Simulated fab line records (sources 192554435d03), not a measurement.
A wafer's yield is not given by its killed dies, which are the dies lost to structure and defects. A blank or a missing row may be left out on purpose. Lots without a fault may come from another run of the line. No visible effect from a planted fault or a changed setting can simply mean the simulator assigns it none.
fab line records    flow n5-finfet    part 1 of 2: steps 1 to 4 of 6
record lots=21  wafers=63  last-day=19
route steps=1938 shown BEOL_M6@1233 BEOL_M7@1263
lots that met no fault: from a run of the same line without faults
start-h: the number of hours between the record's first day and the start of the first shown wafer of the lot    wait-h: how many hours have passed since the lot's step before this one    " repeats the value in the row above    L1.1+2: several wafers, shown together as one row    - no value, or no start given    * or withheld: withheld    < > ~ a bound
route shown NAME@n: names a module that has steps shown in the file, with the first one's number in the route    usual: the fault-free wafers' mean and standard deviation    same: alike in all rows    chamber/n: place in a boat    sites: each site's reading    _std_site: the values' standard deviation    _edge_site: mean of outer sites minus mean of inner sites    radius-mm: for every site, how far away it sits from the centre of the wafer    mask NAME#n: copy n    behind: the tool/chamber that last shaped the wafer    hold: why the lot went on hold/how many hours it stayed there/how the hold came to an end    device: names the non-switching transistor (n, p or np)    end of line: tests run on the same wafers once the route is complete    a step with no rows: only its recipe    killed: the dies lost at the first sort to structure and to defects; this is not the yield of the wafer    map: a wafer's dies, marking killed ones x, the rest . and places with no die _
set.NAME: the setting the step ran with; set.NAME@STEP: the setting that earlier step ran with    model.NAME: the simulator's own value behind a step, which no gauge read
a sample of lots followed through the steps of the route, with each step as a table and each wafer as a row
services: a tool's chamber out of use, with start hour (start-h, from the record's first day; less than 0 if before it), hours out, and reason
## steps
# step N5_BEOL_M6_ETCH_66
# recipe chemistry=N2/H2  target=SOC  target-depth-a=800  overetch-a=160  mask-material=SiARC  temp-c=40  time-s=120  ion-energy-ev=200  pressure-mtorr=30  source-w=840  bias-w=150  n2-flow-sccm=200  h2-flow-sccm=200
# usual drypump-motor-current-A=5.6/0.56  oes-product-au=0.61/0.061  rf-vpp-V=524.0/2  showerhead-plenum-p-Torr=2.54/0.072  throttle-valve-pct=17.70/0.26
lot.wafer  tool         chamber  start-h  wait-h  drypump-motor-current-A  oes-product-au  rf-hours-counter-h  rf-vpp-V  showerhead-plenum-p-Torr  throttle-valve-pct
L074.1     rie-diel-06  0        195.88   0.0     5.3                      0.57            181                 527.1     2.63                      17.97
L074.5     "            3        "        "       4.8                      0.68            -                   523.5     2.49                      17.36
L074.6     "            2        "        "       5.4                      0.72            -                   525.3     2.59                      17.57
L075.2     rie-diel-06  3        218.26   0.0     4.8                      0.66            46                  522.5     2.48                      17.37
L075.5     "            2        "        "       5.5                      0.70            -                   525.6     2.59                      17.56
L075.6     "            3        "        "       4.8                      0.67            -                   521.4     2.48                      17.35
L076.4     rie-diel-05  3        222.03   0.0     5.6                      0.53            247                 526.3     2.60                      17.80
L076.5     "            0        "        "       6.3                      0.59            -                   521.0     2.42                      17.52
L076.6     "            1        "        "       4.9                      0.54            -                   522.5     2.53                      17.68
L077.1     rie-diel-05  1        227.10   0.0     4.9                      0.53            204                 523.1     2.53                      17.68
L077.3     "            2        "        "       5.9                      0.64            75                  523.4     2.46                      17.50
L077.6     "            3        "        "       5.6                      0.53            -                   526.3     2.60                      17.81
L079.1     rie-diel-02  3        227.34   0.0     5.3                      0.71            10                  526.8     2.59                      17.84
L079.3     "            1        "        "       5.8                      0.58            152                 524.5     2.56                      18.23
L079.4     "            2        "        "       5.1                      0.54            211                 525.1     2.65                      18.33
L078.4     rie-diel-05  2        229.58   0.0     6.0                      0.63            -                   521.0     2.46                      17.49
L078.5     "            0        "        "       6.3                      0.59            -                   520.9     2.41                      17.53
L078.6     "            1        "        "       4.9                      0.54            -                   523.7     2.53                      17.68
L080.3     rie-diel-06  0        233.21   0.0     5.3                      0.56            192                 526.9     2.62                      17.98
L080.4     "            2        "        "       5.4                      0.69            19                  525.3     2.59                      17.58
L080.5     "            1        "        "       6.5                      0.62            -                   523.6     2.59                      17.58
L082.2     rie-diel-06  0        260.80   0.0     5.3                      0.56            203                 526.6     2.62                      18.02
L082.3     "            1        "        "       6.5                      0.61            102                 524.1     2.58                      17.59
L082.6     "            0        "        "       5.3                      0.55            -                   526.0     2.62                      18.02
L084.1     rie-diel-06  3        269.68   0.0     4.8                      0.65            67                  522.3     2.47                      17.39
L084.4     "            1        "        "       6.5                      0.61            106                 525.0     2.58                      17.58
L084.6     "            2        "        "       5.4                      0.68            -                   525.2     2.58                      17.59
L086.1     rie-diel-06  3        274.91   0.0     4.8                      0.65            69                  522.9     2.47                      17.39
L086.2     "            2        "        "       5.4                      0.67            38                  525.2     2.58                      17.61
L086.3     "            0        "        "       5.3                      0.56            209                 527.2     2.61                      18.03
L087.1     rie-diel-06  0        281.68   0.0     5.3                      0.56            211                 527.3     2.61                      18.02
L087.2     "            2        "        "       5.5                      0.66            40                  527.2     2.58                      17.61
L087.4     "            1        "        "       6.5                      0.60            110                 524.0     2.58                      17.61
L085.1     rie-diel-05  1        281.91   0.0     4.9                      0.52            224                 522.6     2.52                      17.72
L085.4     "            2        "        "       5.9                      0.63            88                  521.2     2.46                      17.52
L085.6     "            3        "        "       5.6                      0.74            -                   525.8     2.59                      17.38
L088.1     rie-diel-05  1        285.99   0.0     4.9                      0.53            225                 522.4     2.52                      17.72
L088.3     "            3        "        "       5.6                      0.73            11                  525.1     2.59                      17.37
L088.5     "            3        "        "       5.7                      0.73            -                   526.6     2.59                      17.37
L090.1     rie-diel-02  3        305.25   0.0     5.3                      0.67            33                  524.4     2.58                      17.89
L090.2     "            0        "        "       6.1                      0.74            4                   525.0     2.60                      17.89
L090.6     "            0        "        "       6.2                      0.74            -                   525.1     2.60                      17.91
L091.2     rie-diel-06  1        306.62   0.0     6.5                      0.59            119                 524.0     2.58                      17.60
L091.3     "            0        "        "       5.3                      0.55            219                 526.6     2.61                      18.04
L091.4     "            3        "        "       4.8                      0.63            79                  521.1     2.47                      17.42
L089.2     rie-diel-05  2        309.81   0.0     5.9                      0.62            100                 521.0     2.45                      17.53
L089.3     "            0        "        "       6.3                      0.57            172                 521.3     2.40                      17.59
L089.6     "            2        "        "       5.9                      0.61            -                   520.1     2.45                      17.55
L093.1     rie-diel-02  3        317.68   0.0     5.3                      0.66            38                  526.5     2.58                      17.90
L093.5     "            1        "        "       5.7                      0.55            -                   523.7     2.54                      18.29
L093.6     "            2        "        "       5.1                      0.51            -                   525.3     2.63                      18.41
L096.1     rie-diel-05  0        333.26   0.0     6.3                      0.57            181                 521.0     2.40                      17.58
L096.3     "            0        "        "       6.3                      0.57            -                   520.9     2.40                      17.59
L096.5     "            2        "        "       6.0                      0.61            -                   520.9     2.45                      17.56
L094.2     rie-diel-02  0        335.08   0.0     6.2                      0.71            15                  525.5     2.60                      17.92
L094.3     "            3        "        "       5.3                      0.65            -                   525.8     2.58                      17.91
L094.5     "            0        "        "       6.2                      0.70            -                   525.8     2.60                      17.92
L095.1     rie-diel-02  0        336.23   0.0     6.2                      0.71            15                  524.9     2.60                      17.91
L095.2     "            3        "        "       5.3                      0.65            45                  523.9     2.58                      17.90
L095.4     "            3        "        "       5.3                      0.65            -                   526.2     2.58                      17.90
L097.1     rie-diel-06  3        361.10   0.0     4.8                      0.62            96                  520.6     2.46                      17.43
L097.4     "            2        "        "       5.4                      0.64            65                  525.0     2.57                      17.67
L097.5     "            3        "        "       4.8                      0.62            -                   522.5     2.46                      17.44
# step N5_BEOL_M6_ETCH_41
# recipe chemistry=CH3F/O2  target=SiCN  target-depth-a=297  taper-deg=2  time-s=52  ion-energy-ev=120  mask-material=TiN  pressure-mtorr=30  source-w=395  bias-w=75  Ar_flow_sccm=150  CH3F_flow_sccm=30  O2_flow_sccm=20
# usual drypump-motor-current-A=5.6/0.56  oes-product-au=0.80/0.086  rf-vpp-V=297.4/1.3  showerhead-plenum-p-Torr=2.00/0.049  throttle-valve-pct=16.26/0.26
lot.wafer  tool         chamber  start-h  wait-h  drypump-motor-current-A  oes-product-au  rf-hours-counter-h  rf-vpp-V  showerhead-plenum-p-Torr  throttle-valve-pct
L074.1     rie-diel-06  0        -        -       5.3                      0.72            182                 298.8     2.08                      16.58
L074.5     "            3        "        "       4.8                      0.87            -                   296.2     1.95                      15.80
L074.6     "            2        "        "       5.4                      0.95            -                   297.7     2.03                      16.09
L075.2     rie-diel-06  3        -        -       4.8                      0.86            46                  296.4     1.95                      15.79
L075.5     "            2        "        "       5.4                      0.94            -                   297.8     2.02                      16.13
L075.6     "            3        "        "       4.8                      0.87            -                   296.8     1.95                      15.78
L076.4     rie-diel-05  3        -        -       5.6                      0.69            247                 300.6     2.04                      16.39
L076.5     "            0        "        "       6.3                      0.77            -                   295.5     1.93                      16.30
L076.6     "            1        "        "       4.9                      0.68            -                   296.9     2.01                      16.30
L077.1     rie-diel-05  1        -        -       4.9                      0.68            204                 296.6     2.01                      16.32
L077.3     "            2        "        "       6.0                      0.82            75                  297.4     1.95                      16.13
L077.6     "            3        "        "       5.6                      0.69            -                   297.8     2.04                      16.40
L079.1     rie-diel-02  3        -        -       5.3                      0.92            10                  298.7     2.04                      16.36
L079.3     "            1        "        "       5.7                      0.75            152                 298.1     2.01                      16.62
L079.4     "            2        "        "       5.1                      0.70            211                 299.4     2.07                      16.52
L078.4     rie-diel-05  2        -        -       5.9                      0.81            -                   296.4     1.95                      16.15
L078.5     "            0        "        "       6.3                      0.76            -                   296.3     1.93                      16.30
L078.6     "            1        "        "       4.9                      0.68            -                   297.6     2.01                      16.32
L080.3     rie-diel-06  0        -        -       5.3                      0.72            192                 298.5     2.07                      16.60
L080.4     "            2        "        "       5.4                      0.93            20                  297.6     2.02                      16.13
L080.5     "            1        "        "       6.4                      0.81            -                   297.2     2.02                      15.90
L082.2     rie-diel-06  0        -        -       5.3                      0.71            203                 299.8     2.07                      16.62
L082.3     "            1        "        "       6.4                      0.79            102                 296.3     2.02                      15.90
L082.6     "            0        "        "       5.3                      0.71            -                   298.2     2.07                      16.61
L084.1     rie-diel-06  3        -        -       4.8                      0.83            68                  296.9     1.94                      15.83
L084.4     "            1        "        "       6.5                      0.78            106                 298.6     2.02                      15.93
L084.6     "            2        "        "       5.4                      0.89            -                   299.0     2.02                      16.15
L086.1     rie-diel-06  3        -        -       4.8                      0.84            69                  296.8     1.94                      15.83
L086.2     "            2        "        "       5.4                      0.89            38                  298.4     2.02                      16.16
L086.3     "            0        "        "       5.3                      0.71            209                 298.9     2.07                      16.63
L087.1     rie-diel-06  0        -        -       5.3                      0.70            211                 297.7     2.07                      16.64
L087.2     "            2        "        "       5.4                      0.89            40                  297.2     2.02                      16.17
L087.4     "            1        "        "       6.5                      0.79            110                 296.3     2.01                      15.92
L085.1     rie-diel-05  1        -        -       4.9                      0.66            224                 296.9     2.00                      16.34
L085.4     "            2        "        "       5.9                      0.80            88                  296.0     1.95                      16.18
L085.6     "            3        "        "       5.6                      0.96            -                   299.3     2.04                      15.93
L088.1     rie-diel-05  1        -        -       4.9                      0.67            225                 296.6     2.00                      16.35
L088.3     "            3        "        "       5.6                      0.96            11                  297.5     2.04                      15.93
L088.5     "            3        "        "       5.6                      0.96            -                   298.2     2.04                      15.93
L090.1     rie-diel-02  3        -        -       5.3                      0.87            34                  299.0     2.03                      16.41
L090.2     "            0        "        "       6.2                      0.95            4                   299.3     2.05                      16.41
L090.6     "            0        "        "       6.2                      0.95            -                   299.2     2.05                      16.44
L091.2     rie-diel-06  1        -        -       6.5                      0.79            119                 297.6     2.01                      15.94
L091.3     "            0        "        "       5.3                      0.71            219                 298.8     2.06                      16.65
L091.4     "            3        "        "       4.8                      0.83            79                  296.1     1.94                      15.86
L089.2     rie-diel-05  2        -        -       5.9                      0.79            100                 295.7     1.94                      16.20
L089.3     "            0        "        "       6.3                      0.74            172                 295.9     1.92                      16.36
L089.6     "            2        "        "       5.9                      0.79            -                   295.8     1.94                      16.19
L093.1     rie-diel-02  3        -        -       5.3                      0.87            38                  299.4     2.03                      16.44
L093.5     "            1        "        "       5.7                      0.72            -                   295.8     2.00                      16.68
L093.6     "            2        "        "       5.1                      0.67            -                   298.4     2.05                      16.59
L096.1     rie-diel-05  0        -        -       6.3                      0.73            181                 294.8     1.91                      16.39
L096.3     "            0        "        "       6.3                      0.74            -                   296.5     1.91                      16.39
L096.5     "            2        "        "       5.9                      0.77            -                   295.5     1.94                      16.22
L094.2     rie-diel-02  0        -        -       6.2                      0.91            15                  298.5     2.05                      16.45
L094.3     "            3        "        "       5.3                      0.86            -                   298.4     2.03                      16.44
L094.5     "            0        "        "       6.2                      0.91            -                   298.9     2.05                      16.44
L095.1     rie-diel-02  0        -        -       6.2                      0.90            16                  297.8     2.05                      16.45
L095.2     "            3        "        "       5.3                      0.85            45                  297.1     2.03                      16.46
L095.4     "            3        "        "       5.3                      0.86            -                   298.1     2.03                      16.43
L097.1     rie-diel-06  3        -        -       4.8                      0.81            96                  295.3     1.93                      15.88
L097.4     "            2        "        "       5.4                      0.85            65                  296.7     2.01                      16.22
L097.5     "            3        "        "       4.8                      0.81            -                   297.2     1.93                      15.88
# step N5_BEOL_M7_ILD_DEP_00
# recipe material=SiCOH_lowk  target-thk-a=1797.5  temp-c=300  precursor=DEMS/porogen  pressure-torr=5  rf-w=500  time-s=33.4
# usual heater-power-w=306/56  showerhead-plenum-p-Torr=5.744/0.02  throttle-valve-pct=14.1/0.69
lot.wafer  tool      chamber  start-h  wait-h  heater-power-w  showerhead-plenum-p-Torr  throttle-valve-pct
L074.1     pecvd-04  1        199.05   0.0     215             5.738                     15.0
L074.5     "         1        "        "       227             5.743                     15.0
L074.6     "         0        "        "       344             5.738                     14.8
L075.2     pecvd-04  2        223.41   0.0     231             5.752                     13.2
L075.5     "         1        "        "       244             5.743                     15.4
L075.6     "         2        "        "       247             5.753                     13.2
L076.4     pecvd-02  0        226.06   0.1     306             5.757                     13.7
L076.5     "         1        "        "       411             5.737                     14.0
L076.6     "         2        "        "       315             5.764                     13.7
L077.1     pecvd-01  2        230.01   0.0     370             5.694                     13.7
L077.3     "         1        "        "       209             5.740                     15.1
L077.6     "         1        "        "       210             5.751                     15.4
L079.1     pecvd-04  0        230.84   0.0     343             5.750                     15.1
L079.3     "         0        "        "       353             5.742                     14.9
L079.4     "         1        "        "       256             5.743                     15.2
L078.4     pecvd-01  0        232.97   0.1     274             5.742                     13.9
L078.5     "         2        "        "       337             5.707                     13.6
L078.6     "         1        "        "       223             5.750                     15.4
L080.3     pecvd-02  2        237.31   0.1     328             5.766                     13.8
L080.4     "         0        "        "       312             5.734                     13.3
L080.5     "         2        "        "       333             5.764                     13.9
L082.2     pecvd-04  2        265.53   0.0     290             5.753                     13.2
L082.3     "         0        "        "       351             5.736                     14.7
L082.6     "         0        "        "       362             5.729                     14.9
L084.1     pecvd-02  1        272.85   0.0     357             5.754                     14.0
L084.4     "         1        "        "       384             5.746                     13.6
L084.6     "         2        "        "       286             5.769                     13.8
L086.1     pecvd-01  1        277.89   0.0     217             5.735                     15.2
L086.2     "         2        "        "       384             5.682                     13.5
L086.3     "         0        "        "       302             5.733                     14.4
L087.1     pecvd-02  0        285.30   0.0     276             5.767                     13.3
L087.2     "         2        "        "       297             5.774                     13.7
L087.4     "         0        "        "       275             5.758                     13.4
L085.1     pecvd-01  0        286.12   0.0     296             5.729                     14.1
L085.4     "         1        "        "       219             5.744                     15.3
L085.6     "         0        "        "       292             5.744                     13.8
L088.1     pecvd-04  2        288.54   0.0     270             5.737                     13.3
L088.3     "         1        "        "       230             5.746                     15.1
L088.5     "         0        "        "       309             5.746                     15.0
L090.1     pecvd-01  1        308.23   0.0     229             5.730                     15.1
L090.2     "         0        "        "       319             5.732                     14.1
L090.6     "         1        "        "       231             5.734                     15.1
L091.2     pecvd-02  1        312.15   0.0     412             5.761                     13.8
L091.3     "         2        "        "       337             5.759                     13.9
L091.4     "         0        "        "       313             5.753                     13.6
L089.2     pecvd-02  2        312.96   0.0     339             5.767                     13.7
L089.3     "         1        "        "       403             5.750                     13.9
L089.6     "         0        "        "       305             5.755                     13.3
L093.1     pecvd-02  1        321.49   0.0     410             5.759                     13.9
L093.5     "         2        "        "       335             5.766                     13.8
L093.6     "         0        "        "       310             5.747                     13.2
L096.1     pecvd-01  0        337.19   0.0     267             5.732                     13.8
L096.3     "         2        "        "       350             5.708                     13.5
L096.5     "         2        "        "       351             5.704                     13.7
L094.2     pecvd-02  2        337.85   0.0     328             5.777                     13.8
L094.3     "         0        "        "       323             5.760                     13.3
L094.5     "         1        "        "       347             5.767                     14.0
L095.1     pecvd-01  1        340.65   0.0     231             5.752                     15.3
L095.2     "         0        "        "       298             5.722                     14.2
L095.4     "         1        "        "       233             5.743                     15.0
L097.1     pecvd-02  1        365.13   0.0     410             5.736                     13.9
L097.4     "         1        "        "       406             5.754                     13.8
L097.5     "         2        "        "       346             5.768                     13.9
# step N5_BEOL_M7_PECVD_70
# recipe material=SiO2  target-thk-a=200  temp-c=400  precursor=TEOS/O2  pressure-torr=5.5  rf-w=450  teos-flow-sccm=53.8  gas=O2  flow-sccm=3000  time-s=22.7
# usual heater-power-w=697/96  showerhead-plenum-p-Torr=8.78/0.079  throttle-valve-pct=22.8/1.2
lot.wafer  tool      chamber  start-h  wait-h  heater-power-w  showerhead-plenum-p-Torr  throttle-valve-pct
L074.1     pecvd-01  0        199.66   0.0     691             8.75                      22.8
L074.5     "         1        "        "       581             8.79                      24.6
L074.6     "         2        "        "       753             8.63                      21.6
L075.2     pecvd-02  2        224.02   0.0     732             8.92                      22.2
L075.5     "         2        "        "       736             8.94                      22.0
L075.6     "         1        "        "       865             8.81                      22.4
L076.4     pecvd-04  1        226.67   0.1     549             8.82                      24.4
L076.5     "         0        "        "       802             8.76                      24.2
L076.6     "         2        "        "       545             8.78                      21.1
L077.1     pecvd-02  0        230.74   0.0     721             8.81                      21.9
L077.3     "         2        "        "       664             8.92                      21.7
L077.6     "         2        "        "       644             8.94                      22.0
L079.1     pecvd-04  0        231.47   0.0     726             8.76                      23.7
L079.3     "         1        "        "       602             8.82                      24.4
L079.4     "         0        "        "       727             8.79                      23.9
L078.4     pecvd-01  2        233.60   0.1     705             8.66                      21.7
L078.5     "         2        "        "       700             8.62                      21.8
L078.6     "         0        "        "       725             8.72                      22.6
L080.3     pecvd-01  2        237.95   0.1     773             8.64                      21.8
L080.4     "         0        "        "       652             8.75                      22.7
L080.5     "         2        "        "       783             8.64                      22.0
L082.2     pecvd-02  0        266.14   0.0     758             8.82                      21.8
L082.3     "         0        "        "       764             8.82                      21.8
L082.6     "         0        "        "       763             8.80                      21.4
L084.1     pecvd-04  2        273.46   0.0     591             8.78                      21.3
L084.4     "         0        "        "       803             8.79                      24.5
L084.6     "         2        "        "       579             8.82                      21.2
L086.1     pecvd-04  0        278.61   0.0     685             8.79                      24.1
L086.2     "         2        "        "       644             8.81                      21.3
L086.3     "         1        "        "       588             8.81                      24.5
L087.1     pecvd-01  2        285.91   0.0     729             8.65                      21.9
L087.2     "         1        "        "       554             8.83                      24.4
L087.4     "         2        "        "       736             8.64                      21.9
L085.1     pecvd-02  0        286.74   0.0     702             8.82                      21.5
L085.4     "         0        "        "       682             8.81                      21.8
L085.6     "         2        "        "       758             8.92                      22.5
L088.1     pecvd-02  1        289.16   0.0     822             8.85                      22.3
L088.3     "         0        "        "       705             8.82                      21.7
L088.5     "         0        "        "       715             8.85                      21.6
L090.1     pecvd-01  2        308.84   0.0     710             8.62                      21.9
L090.2     "         1        "        "       524             8.78                      24.7
L090.6     "         2        "        "       731             8.62                      22.3
L091.2     pecvd-01  2        312.77   0.0     717             8.64                      22.0
L091.3     "         0        "        "       662             8.74                      22.6
L091.4     "         2        "        "       732             8.63                      22.0
L089.2     pecvd-02  0        313.58   0.0     612             8.84                      21.7
L089.3     "         1        "        "       867             8.81                      22.3
L089.6     "         0        "        "       625             8.82                      21.5
L093.1     pecvd-02  1        322.58   0.0     743             8.83                      22.3
L093.5     "         2        "        "       720             8.91                      22.3
L093.6     "         1        "        "       742             8.85                      22.3
L096.1     pecvd-04  1        337.80   0.0     567             8.80                      24.6
L096.3     "         2        "        "       689             8.82                      21.1
L096.5     "         1        "        "       560             8.81                      24.8
L094.2     pecvd-04  1        338.95   0.0     516             8.78                      24.4
L094.3     "         0        "        "       735             8.77                      24.1
L094.5     "         2        "        "       636             8.83                      21.2
L095.1     pecvd-01  1        341.27   0.0     588             8.80                      24.6
L095.2     "         0        "        "       623             8.72                      22.6
L095.4     "         2        "        "       851             8.62                      21.8
L097.1     pecvd-04  1        365.74   0.0     540             8.80                      24.5
L097.4     "         0        "        "       702             8.79                      24.1
L097.5     "         2        "        "       551             8.80                      21.5
